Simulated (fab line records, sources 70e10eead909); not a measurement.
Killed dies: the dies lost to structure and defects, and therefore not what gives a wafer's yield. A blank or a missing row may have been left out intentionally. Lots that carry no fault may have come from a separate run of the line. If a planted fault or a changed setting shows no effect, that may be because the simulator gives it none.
fab line records	flow nandHarc
record lots=6	wafers=18	lastDay=24
route steps=1159 shown A_CONTACT@934 A_BLC@964 END@1159
lots that met no fault: taken from a fault-free run of the same line
startH: hours from the record's first day to the start of the lot's first wafer shown	waitH: how many hours have passed since the lot's step before this one	" identical to the entry in the row above	L1.1+2: a single row standing in for several wafers	- value missing, or start not given	* or withheld: withheld	< > ~ a bound
route shown NAME@n: names a module that has steps shown in the file, with the first one's number in the route	usual: mean and standard deviation over wafers with no fault	same: alike in all rows	chamber/n: place in a boat	sites: each site's reading	_std_site: the standard deviation of these	_edge_site: inner sites' mean taken away from outer sites' mean	radiusMm: for every site, how far away it sits from the centre of the wafer	mask NAME#n: copy n	behind: tool/chamber where the wafer was last shaped	hold: the reason the lot was held/the length of the hold in hours/how it ended	device: the transistor (n, p or np) that didn't switch	end of line: the tests these same wafers got at the end of their route	where a step has no rows: the recipe by itself	killed: count of dies lost to structure and defects at first sort (not the wafer's yield)	map: per-die view of a wafer (x killed, . not killed, _ where there is no die)
set.NAME: the setting that was run; set.NAME@STEP: the one run at that earlier step	model.NAME: the simulator's own value behind a step, which no gauge read
lots at selected steps of the route; one table per step, one row per wafer
services: from which hour (startH, from the record's first day; less than 0 if before it) a tool's chamber was out of use, for how many hours, and why
## steps
# step NHARC_A_CONTACT_DEVELOP_07
# recipe developTimeS=35	devTempC=23
# step NHARC_A_CONTACT_CD_MEAS_08
# recipe targetCdNm=100	landingEnergyEv=500
# usual cdNm=99.8/0.59
lot.wafer	tool	chamber	startH	waitH	cdNm
L679.3	cdSem-01	0	401.13	-	100.0
L679.5	"	0	"	"	99.2
L679.6	"	0	"	"	99.6
L678.1	cdSem-01	0	401.87	-	98.5
L678.2	"	0	"	"	99.9
L678.4	"	0	"	"	99.5
L685.1	cdSem-03	0	458.01	-	99.9
L685.2	"	0	"	"	99.8
L685.3	"	0	"	"	99.9
L689.2	cdSem-03	0	462.30	-	100.0
L689.3	"	0	"	"	100.3
L689.4	"	0	"	"	99.9
L694.3	cdSem-01	0	491.14	-	99.9
L694.4	"	0	"	"	99.9
L694.6	"	0	"	"	99.8
L695.2	cdSem-01	0	498.37	-	100.5
L695.5	"	0	"	"	100.3
L695.6	"	0	"	"	100.2
# step NHARC_A_CONTACT_OVL_MEAS_09
# usual overlayXNm=0.2/0.79	overlayYNm=0.0/0.79
lot.wafer	tool	chamber	startH	waitH	overlayXNm	overlayYNm
L679.3	overlay-01	-	401.22	-	1.6	0.9
L679.5	"	-	"	"	0.5	0.7
L679.6	"	-	"	"	1.1	0.1
L678.1	overlay-02	-	401.96	-	0.7	-0.1
L678.2	"	-	"	"	0.8	0.5
L678.4	"	-	"	"	0.5	-0.2
L685.1	overlay-01	-	458.10	-	0.8	-0.5
L685.2	"	-	"	"	0.7	-0.2
L685.3	"	-	"	"	1.0	0.2
L689.2	overlay-01	-	462.40	-	-0.7	1.1
L689.3	"	-	"	"	-1.0	1.7
L689.4	"	-	"	"	-1.5	2.0
L694.3	overlay-02	-	491.22	-	0.3	-0.9
L694.4	"	-	"	"	0.4	-0.1
L694.6	"	-	"	"	0.8	-0.5
L695.2	overlay-02	-	498.46	-	0.9	0.2
L695.5	"	-	"	"	0.7	-0.7
L695.6	"	-	"	"	0.5	-0.2
# step NHARC_A_CONTACT_INSPECT_10
# usual rawDefectCount=31/14
lot.wafer	tool	chamber	startH	waitH	rawDefectCount
L679.3	defectInspect-01	-	401.25	0.0	10
L679.5	"	-	"	"	16
L679.6	"	-	"	"	12
L678.1	defectInspect-02	-	402.00	0.0	33
L678.2	"	-	"	"	20
L678.4	"	-	"	"	15
L685.1	defectInspect-02	-	458.14	0.0	34
L685.2	"	-	"	"	29
L685.3	"	-	"	"	32
L689.2	defectInspect-01	-	462.44	0.0	37
L689.3	"	-	"	"	30
L689.4	"	-	"	"	32
L694.3	defectInspect-01	-	491.26	0.0	54
L694.4	"	-	"	"	43
L694.6	"	-	"	"	45
L695.2	defectInspect-02	-	498.50	0.0	23
L695.5	"	-	"	"	18
L695.6	"	-	"	"	12
# step NHARC_A_CONTACT_DESCUM_13
# recipe timeS=3	o2FlowSccm=200	arFlowSccm=0	biasPowerW=0	chemistry=O2
# step NHARC_A_CONTACT_ETCH_88
# recipe targetDepthA=390	overEtchFrac=0.3	timeS=65	ionEnergyEv=80	cf4FlowSccm=150	arFlowSccm=0	rfW=300	biasW=100	chemistry=CF4
# step NHARC_A_CONTACT_ETCH_89
# recipe targetDepthA=2600	overEtchFrac=0.3	timeS=475.3	ionEnergyEv=200	n2FlowSccm=150	h2FlowSccm=150	arFlowSccm=0	rfW=400	biasW=150	chemistry=N2/H2
# step NHARC_A_CONTACT_ETCH_30
# recipe targetDepthA=605	timeS=30.2	cf4FlowSccm=100	chf3FlowSccm=30	arFlowSccm=0	rfW=500	biasW=200	chemistry=CF4/CHF3
# step NHARC_A_CONTACT_ETCH_31
# recipe targetDepthA=20000	overEtchFrac=0.3	timeS=520	ionEnergyEv=150	o2FlowSccm=400	cosFlowSccm=20	arFlowSccm=0	rfW=500	biasW=300	chemistry=O2/COS
# usual drypumpMotorCurrentA=5.9/0.32	o2FlowSccm=399.9/1.3	oesProductAu=1.003/0.0081	rfVppV=314.7/1.8	showerheadPlenumPTorr=3.16/0.11	throttleValvePct=28.329/0.0099
# same overEtchFrac=0.3
lot.wafer	tool	chamber	startH	waitH	drypumpMotorCurrentA	o2FlowSccm	oesProductAu	rfHoursCounterH	rfVppV	showerheadPlenumPTorr	throttleValvePct
L679.3	rieDiel-02	2	-	-	5.2	399.5	0.998	21	312.4	3.06	28.332
L679.5	"	2	"	"	5.2	398.4	0.993	-	313.5	3.06	28.324
L679.6	"	3	"	"	6.3	400.2	1.016	-	314.6	3.13	28.334
L678.2	rieDiel-07	3	-	-	6.2	399.7	1.017	32	312.8	2.97	28.345
L678.4	"	0	"	"	5.6	398.7	1.010	31	315.2	3.19	28.318
L678.1	"	1	"	"	5.9	397.7	1.014	33	316.0	3.26	28.340
L685.3	rieDiel-06	2	-	-	5.5	399.9	1.006	14	313.5	3.15	28.329
L685.2	"	3	"	"	6.1	398.7	1.006	15	315.6	3.23	28.322
L685.1	"	1	"	"	6.0	400.5	1.006	13	316.3	3.33	28.339
L689.2	rieDiel-06	1	-	-	6.0	397.4	0.997	15	317.7	3.33	28.323
L689.4	"	3	"	"	6.0	401.2	1.003	17	315.4	3.23	28.315
L689.3	"	0	"	"	6.4	400.5	0.996	16	312.1	3.05	28.317
L694.3	rieDiel-06	2	-	-	5.5	401.1	0.999	24	315.0	3.15	28.332
L694.6	"	1	"	"	6.0	398.2	1.006	-	316.8	3.33	28.321
L694.4	"	3	"	"	6.0	401.1	1.000	-	315.3	3.22	28.314
L695.2	rieDiel-06	2	-	-	5.5	399.8	1.002	26	314.8	3.15	28.343
L695.6	"	3	"	"	6.0	397.8	1.011	-	316.5	3.22	28.344
L695.5	"	1	"	"	6.0	399.8	1.005	-	317.1	3.33	28.326
# step NHARC_A_CONTACT_ETCH_134
# recipe sourceW=withheld	pressureMtorr=20	biasV=withheld	timeS=140	targetDepthA=7000	arFlowSccm=withheld	c4f8FlowSccm=withheld	o2FlowSccm=withheld	chemistry=C4F8/O2/Ar
# step NHARC_A_CONTACT_ETCH_135
# recipe sourceW=withheld	pressureMtorr=20	biasV=3000	timeS=132	targetDepthA=12870	arFlowSccm=withheld	c4f8FlowSccm=withheld	o2FlowSccm=withheld	chemistry=C4F8/O2/Ar
lot.wafer	tool	chamber	startH	waitH	rfHoursCounterH
L679.3	harCapEtch-03	1	403.01	0.1	-
L679.5	"	0	"	"	-
L679.6	"	1	"	"	-
L678.2	harCapEtch-01	1	403.32	0.2	63
L678.1	"	0	"	"	63
L678.4	"	0	"	"	-
L685.2	harCapEtch-03	1	459.45	0.2	98
L685.1	"	0	"	"	98
L685.3	"	1	"	"	-
L689.2	harCapEtch-03	1	463.77	0.2	100
L689.3	"	0	"	"	-
L689.4	"	1	"	"	-
L694.3	harCapEtch-01	1	492.81	0.1	-
L694.4	"	0	"	"	-
L694.6	"	0	"	"	-
L695.2	harCapEtch-01	1	499.92	0.2	82
L695.6	"	1	"	"	-
L695.5	"	0	"	"	-
# step NHARC_A_CONTACT_ETCH_136
# recipe sourceW=withheld	pressureMtorr=20	biasV=3000	timeS=132	targetDepthA=12870	arFlowSccm=withheld	c4f8FlowSccm=withheld	o2FlowSccm=withheld	chemistry=C4F8/O2/Ar
# step NHARC_A_CONTACT_ETCH_137
# recipe sourceW=withheld	pressureMtorr=20	biasV=3000	timeS=132	targetDepthA=12870	arFlowSccm=withheld	c4f8FlowSccm=withheld	o2FlowSccm=withheld	chemistry=C4F8/O2/Ar
lot.wafer	tool	chamber	startH	waitH	rfHoursCounterH
L679.3	harCapEtch-03	1	403.25	0.1	-
L679.5	"	0	"	"	-
L679.6	"	1	"	"	-
L678.2	harCapEtch-01	1	403.64	0.1	63
L678.1	"	0	"	"	63
L678.4	"	0	"	"	-
L685.2	harCapEtch-03	1	459.70	0.1	98
L685.1	"	0	"	"	98
L685.3	"	1	"	"	-
L689.2	harCapEtch-03	1	464.02	0.1	100
L689.3	"	0	"	"	-
L689.4	"	1	"	"	-
L694.3	harCapEtch-01	1	493.05	0.1	-
L694.4	"	0	"	"	-
L694.6	"	0	"	"	-
L695.2	harCapEtch-01	1	500.16	0.1	82
L695.6	"	1	"	"	-
L695.5	"	0	"	"	-
# step NHARC_A_CONTACT_ETCH_138
# recipe sourceW=withheld	pressureMtorr=20	biasV=3000	timeS=132	targetDepthA=12890	arFlowSccm=withheld	c4f8FlowSccm=withheld	o2FlowSccm=withheld	chemistry=C4F8/O2/Ar
# step NHARC_A_CONTACT_ETCH_139
# recipe sourceW=withheld	pressureMtorr=20	biasV=400	timeS=137	targetDepthA=5900	arFlowSccm=withheld	c4f8FlowSccm=11.5	o2FlowSccm=7.2	chemistry=C4F8/O2/Ar
# step NHARC_A_CONTACT_ETCH_92
# recipe targetDepthA=400	overEtchFrac=0.5	timeS=85.7	ionEnergyEv=120	ch3fFlowSccm=50	o2FlowSccm=30	arFlowSccm=200	rfW=500	biasW=100	chemistry=CH3F/O2
# step NHARC_A_CONTACT_ETCH_98
# recipe targetDepthA=200	overEtchFrac=0.5	timeS=10	ionEnergyEv=250	c4f6FlowSccm=25	o2FlowSccm=20	arFlowSccm=500	rfW=600	biasW=500	chemistry=C4F6/O2
# step NHARC_A_CONTACT_CD_MEAS_15
# usual cdNm=90.2/0.6
lot.wafer	tool	chamber	startH	waitH	cdNm
L679.3	cdSem-01	-	404.06	-	91.7
L679.5	"	-	"	"	91.0
L679.6	"	-	"	"	89.7
L678.1	cdSem-03	-	404.50	-	90.5
L678.2	"	-	"	"	91.2
L678.4	"	-	"	"	89.7
L685.1	cdSem-03	-	460.57	-	90.5
L685.2	"	-	"	"	89.7
L685.3	"	-	"	"	90.2
L689.2	cdSem-03	-	464.90	-	91.0
L689.3	"	-	"	"	91.1
L689.4	"	-	"	"	90.9
L694.3	cdSem-01	-	493.95	-	90.3
L694.4	"	-	"	"	90.4
L694.6	"	-	"	"	90.0
L695.2	cdSem-01	-	501.04	-	90.5
L695.5	"	-	"	"	90.9
L695.6	"	-	"	"	90.5
# step NHARC_A_CONTACT_STRIP_107
# recipe n2FlowSccm=150	h2FlowSccm=150	arFlowSccm=0	biasW=0	chemistry=N2/H2
# step NHARC_A_CONTACT_STRIP_108
# recipe cf4FlowSccm=100	chf3FlowSccm=30	arFlowSccm=0	biasW=0	chemistry=CF4/CHF3
# step NHARC_A_CONTACT_STRIP_109
# recipe o2FlowSccm=400	cosFlowSccm=20	arFlowSccm=0	biasW=0	chemistry=O2/COS
# step NHARC_A_CONTACT_ETCH_110
# recipe targetDepthA=500	overetchA=50	timeS=27.5	ionEnergyEv=100	cf4FlowSccm=80	o2FlowSccm=20	arFlowSccm=0	rfW=300	biasW=100	chemistry=CF4/O2
# usual drypumpMotorCurrentA=5.9/0.35	o2FlowSccm=20.00/0.055	oesProductAu=1.003/0.0096	rfVppV=198.0/1.3	showerheadPlenumPTorr=1.35/0.051	throttleValvePct=13.397/0.0089
lot.wafer	tool	chamber	startH	waitH	drypumpMotorCurrentA	o2FlowSccm	oesProductAu	rfHoursCounterH	rfVppV	showerheadPlenumPTorr	throttleValvePct
L679.3	rieDiel-06	2	404.35	0.0	5.5	20.01	1.010	51	198.5	1.35	13.399
L679.6	"	2	"	"	5.5	19.94	1.016	-	198.0	1.35	13.402
L679.5	"	3	"	"	6.1	20.03	1.002	-	199.6	1.39	13.399
L678.4	rieDiel-07	0	404.80	0.1	5.6	20.05	1.006	31	197.4	1.36	13.396
L678.1	"	1	"	"	5.9	19.94	1.007	33	201.0	1.40	13.404
L678.2	"	2	"	"	6.2	20.00	0.995	34	197.2	1.37	13.409
L685.1	rieDiel-02	2	461.14	0.0	5.2	20.09	0.995	47	196.7	1.30	13.401
L685.3	"	0	"	"	6.1	20.00	0.992	51	195.8	1.26	13.390
L685.2	"	1	"	"	5.4	19.97	0.987	48	197.3	1.28	13.393
L689.2	rieDiel-06	3	465.22	0.1	6.0	20.01	1.009	18	197.7	1.38	13.413
L689.3	"	0	"	"	6.5	19.99	0.994	16	196.5	1.30	13.400
L689.4	"	1	"	"	6.0	20.04	0.989	-	199.0	1.43	13.392
L694.3	rieDiel-02	0	494.24	0.1	6.0	20.12	0.994	61	197.7	1.26	13.410
L694.4	"	2	"	"	5.2	20.01	1.007	60	197.3	1.30	13.391
L694.6	"	0	"	"	6.0	19.99	0.991	-	195.9	1.26	13.389
L695.2	rieDiel-07	0	501.33	0.1	5.6	20.02	1.002	17	198.2	1.36	13.398
L695.6	"	3	"	"	6.2	20.00	1.010	-	196.1	1.26	13.416
L695.5	"	0	"	"	5.6	20.07	1.001	-	199.6	1.36	13.392
# step NHARC_A_CONTACT_STRIP_26
# recipe o2FlowSccm=500	arFlowSccm=0	biasW=0	chemistry=O2
# step NHARC_A_CONTACT_STRIP_27
# recipe timeS=600	tempC=30	chemistry=postEtchResidueRemover
# step NHARC_A_CONTACT_ALD_18
# recipe targetThkA=30	pulseTimeS=1	aldCycles=150	tempC=450	material=TiN
# step NHARC_A_CONTACT_CVD_19
# recipe targetThkA=3000	tempC=300	pressureTorr=40	wf6FlowSccm=40	h2FlowSccm=1600	arFlowSccm=1560	timeS=802	material=W
# usual heaterPowerW=466/75	throttleValvePct=7.9/0.37
lot.wafer	tool	chamber	startH	waitH	heaterPowerW	sinceWetCleanH	throttleValvePct
L678.1	cvdW-01	0	-	-	586	106	8.2
L678.2	"	1	"	"	451	106	7.8
L678.4	"	1	"	"	449	-	7.5
L679.3	cvdW-02	1	-	-	438	-	7.5
L679.5	"	0	"	"	382	-	8.1
L679.6	"	1	"	"	449	-	7.4
L685.2	cvdW-02	0	-	-	379	62	8.5
L685.1	"	1	"	"	448	62	7.6
L685.3	"	0	"	"	382	-	8.1
L689.2	cvdW-01	1	-	-	440	158	7.5
L689.3	"	1	"	"	445	-	7.4
L689.4	"	0	"	"	586	-	8.1
L694.3	cvdW-01	0	-	-	621	-	8.0
L694.4	"	1	"	"	437	-	7.7
L694.6	"	0	"	"	601	-	8.5
L695.2	cvdW-01	1	-	-	428	13	7.8
L695.5	"	0	"	"	600	-	8.3
L695.6	"	1	"	"	440	-	7.5
# step NHARC_A_CONTACT_CMP_20
# recipe tOverpolishS=30	targetThkNm=300
# usual motorCurrentA=12.6/1.4	overpolishRunS=30.001/0.0086	timeToEndpointS=59/3.3
lot.wafer	tool	chamber	startH	waitH	motorCurrentA	overpolishRunS	timeToEndpointS
L679.3	cmp-04	3	415.12	0.4	13.6	29.985	68
L679.6	"	2	"	"	12.1	29.993	62
L679.5	"	3	"	"	14.0	30.010	67
L678.2	cmp-03	0	415.30	0.7	12.2	29.997	62
L678.4	"	1	"	"	14.7	30.010	61
L678.1	"	2	"	"	14.2	29.996	65
L685.3	cmp-03	3	462.89	0.5	9.7	30.001	57
L685.1	"	0	"	"	12.1	30.005	57
L685.2	"	1	"	"	15.0	30.003	55
L689.3	cmp-01	2	467.36	0.5	12.1	29.996	60
L689.4	"	3	"	"	10.9	30.015	64
L689.2	"	0	"	"	14.5	29.989	55
L694.3	cmp-04	1	499.33	0.6	14.3	29.998	61
L694.4	"	2	"	"	12.1	30.002	60
L694.6	"	0	"	"	11.0	29.989	60
L695.2	cmp-03	2	505.36	0.7	14.0	30.002	58
L695.5	"	0	"	"	12.5	30.005	57
L695.6	"	1	"	"	14.6	29.995	56
# step NHARC_A_CONTACT_SRD_22
# step NHARC_A_BLC_DEHYDRATE_00
# recipe tempC=150	timeS=120
# step NHARC_A_BLC_HMDS_01
# recipe timeS=30
# step NHARC_A_BLC_COAT_02
# recipe tempC=260	timeS=75
# step NHARC_A_BLC_COAT_03
# recipe tempC=225	timeS=65
# step NHARC_A_BLC_COAT_04
# recipe spinRpm=1500	resistThkNm=90
# step NHARC_A_BLC_SOFTBAKE_05
# recipe tempC=105	timeS=55
# step NHARC_A_BLC_EBR_06
# step NHARC_A_BLC_EXPOSE_07
# recipe na=1.35	targetCdNm=100	doseMj=67.97	maskId=A_BLC
# step NHARC_A_BLC_PEB_08
# recipe pebTempC=100	pebTimeS=65
# step NHARC_A_BLC_DEVELOP_09
# recipe developTimeS=35	devTempC=23
# step NHARC_A_BLC_CD_MEAS_10
# recipe targetCdNm=100	landingEnergyEv=500
# usual cdNm=100.0/0.6
lot.wafer	tool	chamber	startH	waitH	cdNm
L679.3	cdSem-01	0	415.88	-	100.1
L679.5	"	0	"	"	100.0
L679.6	"	0	"	"	100.8
L678.1	cdSem-01	0	416.18	-	99.6
L678.2	"	0	"	"	99.3
L678.4	"	0	"	"	99.6
L685.1	cdSem-03	0	463.66	-	99.6
L685.2	"	0	"	"	100.8
L685.3	"	0	"	"	99.9
L689.2	cdSem-03	0	468.29	-	99.9
L689.3	"	0	"	"	99.9
L689.4	"	0	"	"	99.7
L694.3	cdSem-01	0	500.19	-	100.7
L694.4	"	0	"	"	100.6
L694.6	"	0	"	"	100.6
L695.2	cdSem-03	0	506.22	-	100.4
L695.5	"	0	"	"	100.7
L695.6	"	0	"	"	100.3
# step NHARC_A_BLC_OVL_MEAS_11
# usual overlayXNm=0.1/0.77	overlayYNm=0.2/0.76
lot.wafer	tool	chamber	startH	waitH	overlayXNm	overlayYNm
L679.3	overlay-01	-	415.96	-	0.1	1.2
L679.5	"	-	"	"	-0.2	0.9
L679.6	"	-	"	"	0.5	0.9
L678.1	overlay-01	-	416.29	-	0.0	-0.5
L678.2	"	-	"	"	-0.3	-0.2
L678.4	"	-	"	"	-0.2	-0.1
L685.1	overlay-01	-	463.75	-	-2.0	0.5
L685.2	"	-	"	"	-2.3	1.2
L685.3	"	-	"	"	-1.5	1.3
L689.2	overlay-01	-	468.37	-	1.5	0.4
L689.3	"	-	"	"	1.4	0.7
L689.4	"	-	"	"	1.9	0.0
L694.3	overlay-01	-	500.28	-	1.7	0.1
L694.4	"	-	"	"	1.0	-0.6
L694.6	"	-	"	"	1.0	0.2
L695.2	overlay-02	-	506.31	-	1.1	1.4
L695.5	"	-	"	"	1.0	0.8
L695.6	"	-	"	"	0.8	1.7
# step NHARC_END_SORT_01
# recipe tempC=25
# usual killedAtArray=28/10	killedAtOther=0.5/0.82	killedAtPeriphery=3.4/2.2	killedDies=31/10	killedOpen=3.4/1.9	killedShort=1.9/1.3
# same grossDies=677
lot.wafer	tool	chamber	startH	waitH	killedAtArray	killedAtOther	killedAtPeriphery	killedDies	killedOpen	killedShort
L694.3	prober-01	0	547.18	3.1	84	0	2	86	5	0
L694.4	prober-01	0	547.99	3.4	101	0	3	104	3	2
L694.6	prober-01	0	549.60	4.0	95	0	0	95	5	1
L695.2	prober-01	0	562.10	2.8	79	0	3	82	4	4
L695.5	prober-01	0	564.50	3.7	93	0	2	95	7	2
L695.6	prober-01	0	565.30	4.0	71	0	2	73	4	4
# killed by level:class
L694.3 A_CONTACT:unspecified=56 A_SLIT:chamberFilmFlake=17 A_CHANNEL_HOLE_D1:chamberFilmFlake=4 A_STAIRCASE:chamberFilmFlake=3 P_CONTACT:geometricParticle:open=1 A_ONON_D1:geometricParticle:open=1 A_STAIRCASE:geometricParticle:open=1 A_M0:geometricParticle:open=1
L694.4 A_CONTACT:unspecified=65 A_CHANNEL_HOLE_D1:chamberFilmFlake=19 A_SLIT:chamberFilmFlake=9 A_CONTACT:chamberFilmFlake=3 A_CONTACT:geometricParticle:open=2 A_STAIRCASE:chamberFilmFlake=2 P_M0:geometricParticle:open=1 P_M2:geometricParticle:short=1
L694.6 A_CONTACT:unspecified=58 A_SLIT:chamberFilmFlake=18 A_CHANNEL_HOLE_D1:chamberFilmFlake=8 A_STAIRCASE:chamberFilmFlake=3 A_CONTACT:chamberFilmFlake=2 A_ONON_D1:geometricParticle:open=1 A_SGD_CUT:geometricParticle:open=1 A_CONTACT:geometricParticle:short=1
L695.2 A_CONTACT:unspecified=61 A_CONTACT:chamberFilmFlake=5 A_CHANNEL_FILL_D1:geometricParticle:short=4 A_CHANNEL_HOLE_D1:chamberFilmFlake=4 P_M0:geometricParticle:open=2 A_CONTACT:geometricParticle:open=2 A_STAIRCASE:chamberFilmFlake=2 P_GATE:chamberFilmFlake=1
L695.5 A_CONTACT:unspecified=69 A_CHANNEL_HOLE_D1:chamberFilmFlake=10 A_CONTACT:chamberFilmFlake=4 A_WL_FILL:geometricParticle:open=2 A_CONTACT:geometricParticle:open=2 P_M0:chamberFilmFlake=2 A_CHANNEL_FILL_D1:geometricParticle:open=1 A_CHANNEL_FILL_D1:geometricParticle:short=1
L695.6 A_CONTACT:unspecified=54 A_CONTACT:chamberFilmFlake=5 A_CHANNEL_HOLE_D1:chamberFilmFlake=3 A_WL_FILL:geometricParticle:short=2 A_BLC:geometricParticle:open=2 P_STI:chamberFilmFlake=2 A_CHANNEL_FILL_D1:geometricParticle:short=1 A_SGD_CUT:geometricParticle:short=1
# map L694.4 (x killed, . not)
____________.____________
_________.....xx_________
_______......xxx.x_______
______.........x...______
_____..x............_____
____..x........x.x..x____
____xxx............x.____
___xxxxxx.............___
___xxxxxx...x....x....___
__xxxxxxx..............__
__xxxxxx...............__
_xxxxxxxx..............._
_xxxxxxxxx.............._
_.xxxxxxxx.............._
_x.xxxx................._
_.xxxx.................._
.x..x.x..................
.........................
.........................
.........................
...................x.....
_...................x..._
_......................._
_.......x..............._
_.x....................._
_......x................_
__.xx.x..x.............__
__....x..xx............__
___..x.xx.............___
___....x...x..........___
____..xx.............____
____...xx..x.........____
_____...x..........._____
______.............______
_______..........._______
_________..x...._________
____________.____________
# map L695.5 (x killed, . not)
____________.____________
_________......._________
_______.......xx.._______
______.........x...______
_____...x...x......._____
____xxxx...........x.____
____xxx..............____
___xxxxx............x.___
___xxxxxxx............___
__xxxxxxx.........x....__
__xxxxxx...............__
_xxxxxxx..x............._
_xxxxxxx................_
_.xxxxxxx..............._
_.xxxxxxx..............._
_..xxxxx................_
....xx...................
..x...x..................
.........................
..................xx.....
.................x.x.....
_................x......_
_.....................x._
_................x.x...._
_...x.............x.x..._
_.................x.x..._
__.....................__
__...x...............x.__
___...................___
___...................___
____............x....____
____..............x..____
_____..............._____
______.............______
_______..........._______
_________......._________
____________.____________
## services
tool	chamber	startH	hours	kind
cmp-01	-	379.30	4.0	pm
cvdW-02	-	387.15	13.0	pm
rieDiel-06	-	390.24	1.4	repair
harCapEtch-01	-	394.75	0.2	repair
rieDiel-06	0	397.61	-	clean
cvdW-01	0	398.64	3.3	repair
cmp-04	-	401.67	4.0	pm
rieDiel-07	-	405.20	9.0	pm
cmp-03	-	411.27	0.8	repair
rieDiel-06	-	418.43	9.0	pm
cmp-04	-	423.99	1.9	repair
cmp-03	-	425.55	1.3	repair
rieDiel-02	3	427.16	5.2	repair
rieDiel-07	0	439.06	1.8	repair
cmp-03	-	450.43	4.0	pm
cmp-01	-	451.49	0.6	repair
cmp-03	-	455.43	0.4	repair
rieDiel-06	2	464.28	9.1	repair
cmp-01	-	477.44	4.0	pm
cvdW-01	-	478.24	13.0	pm
cmp-04	-	483.79	5.0	repair
rieDiel-07	2	495.11	1.8	repair
cmp-03	-	497.67	0.5	repair
cmp-04	-	499.67	4.0	pm
## key
firstSign step=NHARC_END_SORT_01	reading=killedAtArray	direction=up	sigmas=5.8	usual=28	struck=87
effect step=NHARC_END_SORT_01	reading=killedDies	direction=up	sigmas=5.6	usual=31	struck=89
moreKillsBornAt NHARC_A_CONTACT_ETCH_137@harCapEtch-01=359
metAt NHARC_A_CONTACT_ETCH_137
struckWafers L694.3,L694.4,L694.6,L695.2,L695.5,L695.6
testerLeftOut L694,L695
onsetBetween 403.64 493.05
alsoFits time
fault kind=chamberParticleSource	tool=harCapEtch-01	chamber=-	onsetH=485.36	steps=NHARC_A_CONTACT_ETCH_137	ratePerVisitCm2=0.59902	endH=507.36
# testerLeftOut: of these lots the tester's yield and bins aren't shown, on N5 and GAA mostly nor the transistor test; their killed dies are dies lost to structure and defects alone, not to doping, threshold or leakage, so they don't give the yield
